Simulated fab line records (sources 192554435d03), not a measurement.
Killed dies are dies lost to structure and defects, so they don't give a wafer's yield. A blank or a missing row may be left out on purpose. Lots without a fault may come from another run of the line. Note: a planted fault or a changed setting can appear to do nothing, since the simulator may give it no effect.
Which of the tools did it?    flow n5Finfet    9 lots, 27 wafers sampled, at 5 steps of a route of 1938

## WHAT THE GAUGES READ, wafer by wafer
N5_BEOL_M4_RC_MEAS_101. Usual: DIBL_N 36.4 mV/V, standard deviation 2.7; DIBL_P 36 mV/V, standard deviation 3.2; IOFF_N 0.16 nA/um, standard deviation 0.046; IOFF_P 0.21 nA/um, standard deviation 0.055; ION_N 677 uA/um, standard deviation 15; ION_P 464 uA/um, standard deviation 11; SS_N 71.5 mV/dec, standard deviation 0.79; SS_P 73.3 mV/dec, standard deviation 0.93; VT_N 250 mV, standard deviation 4.1; VT_P -251 mV, standard deviation 4.4.
lot   measured      on         DIBL_N (mV/V)   DIBL_P (mV/V)  IOFF_N (nA/um)  IOFF_P (nA/um)  ION_N (uA/um)  ION_P (uA/um)  SS_N (mV/dec)   SS_P (mV/dec)   VT_N (mV)    VT_P (mV)       flag
L835  day 9 09:14   prober-02  36.1 37.3 37.3  36 37 38       0.15 0.18 0.18  0.20 0.23 0.24  674 681 689    469 471 474    70.7 71.8 71.7  72.6 74.1 73.8  250 247 246  -248 -250 -248  
L836  day 8 21:05   prober-01  38.3 37.2 35.4  40 38 36       0.22 0.19 0.16  0.36 0.28 0.26  695 691 682    487 478 481    72.9 72.2 72.0  73.0 73.6 73.0  242 245 248  -239 -242 -243  
L840  day 10 16:34  prober-01  32.3 36.5 33.2  32 38 33       0.10 0.17 0.11  0.15 0.23 0.16  669 687 665    465 472 458    70.9 71.7 70.6  71.4 72.6 71.4  255 248 251  -253 -250 -252  
L841  day 10 14:48  prober-02  38.0 36.2 37.5  36 36 36       0.17 0.13 0.17  0.23 0.22 0.21  672 671 683    461 461 460    72.2 71.8 72.0  73.8 72.7 73.7  249 255 249  -250 -250 -252  
L845  day 11 09:40  prober-02  35.0 33.4 32.7  36 34 33       0.17 0.15 0.13  0.21 0.20 0.17  704 691 668    478 471 460    71.3 70.3 70.5  73.8 72.8 72.9  246 246 249  -248 -248 -253  
L846  day 11 23:30  prober-01  34.6 39.2 42.8  35 41 45       0.13 0.20 0.29  0.16 0.24 0.35  667 671 698    461 459 474    71.4 72.4 73.4  72.8 74.0 75.4  254 251 245  -254 -249 -246  
L849  day 12 02:02  prober-01  36.6 40.7 37.0  38 43 40       0.16 0.25 0.16  0.19 0.26 0.21  692 694 668    463 461 454    71.7 72.5 70.8  73.7 74.8 73.7  248 247 254  -253 -250 -254  
L852  day 13 05:12  prober-02  36.9 37.6 37.0  38 37 36       0.17 0.17 0.17  0.24 0.24 0.22  689 675 676    475 466 454    71.3 72.1 71.6  74.3 74.6 74.0  247 249 248  -247 -248 -247  
L855  day 14 07:22  prober-02  40.0 36.7 41.0  38 34 40       0.21 0.14 0.23  0.22 0.16 0.25  677 659 689    457 448 467    72.4 71.2 72.3  73.5 72.5 74.2  249 253 247  -253 -257 -252  

## WHICH TOOL RAN EACH LOT (tool, then ch and the chambers of the sampled wafers, then the start)
lot   N5_FIN_CUT_CUT_ETCH_28          N5_FIN_CUT_STRIP_22               N5_STI_FIN_REVEAL_ALD_00         N5_STI_FIN_REVEAL_DENSIFY_30
L835  rieSi-04 ch 0,1,3, day 2 15:08  rieDiel-03 ch 0,2,3, day 2 15:14  aldSin-03 ch 2,3, day 2 15:26    rtpAnneal-01 ch 0, day 2 21:32
L836  rieSi-04 ch 1,2, day 2 21:17    rieDiel-03 ch 0,2,3, day 2 21:21  aldSin-02 ch 0,1,2, day 2 21:33  rtpAnneal-02 ch 0, day 3 03:48
L840  rieSi-04 ch 0,1, day 3 21:17    rieDiel-03 ch 0,1,2, day 3 21:22  aldSin-01 ch 0,2,3, day 3 21:34  rtpAnneal-01 ch 0, day 4 03:30
L841  rieSi-05 ch 0,1,2, day 4 03:17  rieDiel-05 ch 0,1,3, day 4 03:22  aldSin-03 ch 0,1,2, day 4 03:34  rtpAnneal-02 ch 0, day 4 08:59
L845  rieSi-06 ch 1,2, day 5 04:36    rieDiel-02 ch 0,1,3, day 5 04:40  aldSin-03 ch 0,2,3, day 5 04:52  rtpAnneal-01 ch 0, day 5 10:23
L846  rieSi-04 ch 1,2, day 5 11:58    rieDiel-05 ch 1,3, day 5 12:03    aldSin-03 ch 1,2,3, day 5 13:02  rtpAnneal-01 ch 0, day 5 18:28
L849  rieSi-06 ch 1,2,3, day 6 03:15  rieDiel-05 ch 1,2, day 6 03:19    aldSin-03 ch 2,3, day 6 03:31    rtpAnneal-01 ch 0, day 6 08:59
L852  rieSi-04 ch 0,3, day 6 23:16    rieDiel-05 ch 1,2,3, day 6 23:20  aldSin-01 ch 0,1,2, day 6 23:32  rtpAnneal-01 ch 0, day 7 04:59
L855  rieSi-05 ch 0,2,3, day 7 17:11  rieDiel-05 ch 0,3, day 7 17:16    aldSin-02 ch 2,3, day 7 17:27    rtpAnneal-02 ch 0, day 7 22:56
- N5_FIN_CUT_CUT_ETCH_28: etches Si in HBr/Cl2/O2, target depth 6 nm, time 2.4 s.
- N5_FIN_CUT_STRIP_22: strips in N2/H2.
- N5_STI_FIN_REVEAL_ALD_00: deposits SiO2, target thk 1 nm, pulse time 1 s.
- N5_STI_FIN_REVEAL_DENSIFY_30

## WHAT THE TOOLS THEMSELVES READ (means of the sampled wafers that have a number; where no wafer has one, the mark that the record gives instead)
N5_FIN_CUT_CUT_ETCH_28. Usual: chamberPressureMTorr 9.999 mTorr, standard deviation 0.0091; drypumpMotorCurrentA 5.7 A, standard deviation 0.32; oesProductAu 0.994 a.u., standard deviation 0.014; throttleValvePct 37.1 %, standard deviation 0.62.
lot   tool      chamberPressureMTorr (mTorr)  drypumpMotorCurrentA (A)  oesProductAu (a.u.)  throttleValvePct (%)  flag
L835  rieSi-04  9.996                         5.7                       0.995                36.4                  
L836  rieSi-04  10.006                        5.5                       0.986                37.1                  
L840  rieSi-04  10.003                        5.8                       0.991                36.6                  
L841  rieSi-05  9.997                         5.8                       0.991                38.0                  
L845  rieSi-06  9.999                         5.9                       0.985                37.3                  
L846  rieSi-04  10.005                        5.3                       0.987                37.4                  
L849  rieSi-06  9.993                         5.8                       0.990                37.3                  
L852  rieSi-04  9.996                         5.6                       1.005                36.2                  
L855  rieSi-05  10.006                        5.6                       0.993                37.8                  

N5_FIN_CUT_STRIP_22. Usual: biasPowerW 7.999 W, standard deviation 0.023; chamberPressureMTorr 50.02 mTorr, standard deviation 0.12; drypumpMotorCurrentA 5.9 A, standard deviation 0.56; oesProductAu 0.75 a.u., standard deviation 0.05; powerW 499.9 W, standard deviation 1.5; rfVppV 54.6 V, standard deviation 2.2; showerheadPlenumPTorr 3.39 Torr, standard deviation 0.097; tempC 40.00 C, standard deviation 0.1; throttleValvePct 18.93 %, standard deviation 0.23.
lot   tool        biasPowerW (W)  chamberPressureMTorr (mTorr)  drypumpMotorCurrentA (A)  oesProductAu (a.u.)  powerW (W)  rfVppV (V)  showerheadPlenumPTorr (Torr)  tempC (C)  throttleValvePct (%)  flag
L835  rieDiel-03  8.007           50.03                         5.6                       0.72                 499.9       53.1        3.44                          39.97      19.21                 
L836  rieDiel-03  8.003           49.97                         5.6                       0.72                 499.6       56.5        3.44                          40.01      19.22                 
L840  rieDiel-03  7.999           49.95                         5.8                       0.72                 484.1       54.8        3.37                          40.02      19.20                 OFF
L841  rieDiel-05  8.000           50.07                         5.9                       0.75                 501.1       55.6        3.40                          40.07      18.88                 
L845  rieDiel-02  7.994           49.96                         5.9                       0.77                 500.3       53.6        3.46                          39.98      18.69                 
L846  rieDiel-05  8.016           50.01                         5.7                       0.72                 499.0       53.2        3.48                          40.05      18.98                 
L849  rieDiel-05  7.973           49.97                         5.8                       0.74                 500.0       55.6        3.41                          39.99      18.90                 
L852  rieDiel-05  7.981           50.09                         5.9                       0.73                 498.8       54.8        3.43                          40.01      18.95                 
L855  rieDiel-05  8.008           49.98                         6.1                       0.74                 499.6       57.7        3.41                          39.90      19.00                 

N5_STI_FIN_REVEAL_ALD_00. Usual: heaterPowerW 480 W, standard deviation 43; precursorPulseHeightRel 1.003, standard deviation 0.02.
lot   tool       heaterPowerW (W)  precursorPulseHeightRel  flag
L835  aldSin-03  467               0.982                    
L836  aldSin-02  481               0.994                    
L840  aldSin-01  465               1.003                    
L841  aldSin-03  498               1.002                    
L845  aldSin-03  461               1.015                    
L846  aldSin-03  444               1.014                    
L849  aldSin-03  441               1.017                    
L852  aldSin-01  465               1.010                    
L855  aldSin-02  505               1.019                    

N5_STI_FIN_REVEAL_DENSIFY_30. Usual: lampPowerPct 11.53 %, standard deviation 0.051; lamp_zone_1_pct 11.529 %, standard deviation 0.023.
lot   tool          lampPowerPct (%)  lamp_zone_1_pct (%)  flag
L835  rtpAnneal-01  11.51             11.535               
L836  rtpAnneal-02  11.53             11.518               
L840  rtpAnneal-01  11.56             11.525               
L841  rtpAnneal-02  11.53             11.517               
L845  rtpAnneal-01  11.46             11.530               
L846  rtpAnneal-01  11.54             11.524               
L849  rtpAnneal-01  11.53             11.535               
L852  rtpAnneal-01  11.54             11.535               
L855  rtpAnneal-02  11.54             11.550               

## THE ANSWER, worked out from the rows above alone
Rule: a lot counts as off when the mean over its wafers that have a number is more than 3 standard deviations away from the usual mean. Also off: a lot with no number at a reading for which 4 or more lots have one. All remaining lots with rows at the step are treated as sound. Order of review: gauges by route order, followed by the tools' own readings, for which a lot's mean as printed above is used. At the first step where some lot is off, the reading lying furthest off is the one used; lots without a number count as furthest.
Off at N5_FIN_CUT_STRIP_22 (powerW): L840.
A tool fits if, at that step or a process step before it, it ran every lot that is off, and no sound lot after the first of them. One candidate fits, namely rieDiel-03 at N5_FIN_CUT_STRIP_22. A fault onset in the window from L836 (day 2 21:21, its last sound lot) to L840 (day 3 21:22, its first lot off) fits.
The tool's own readings at N5_FIN_CUT_STRIP_22 bear it out: on the lots that are off they differ by more than 5 times the standard deviation of the sound lots' means. powerW reads 484.1 W there against 499.8 W on the sound lots.

## WHAT HAD BEEN PUT IN BY THE SIMULATOR
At N5_FIN_CUT_STRIP_22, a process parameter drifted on rieDiel-03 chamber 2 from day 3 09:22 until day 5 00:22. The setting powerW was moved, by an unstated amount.
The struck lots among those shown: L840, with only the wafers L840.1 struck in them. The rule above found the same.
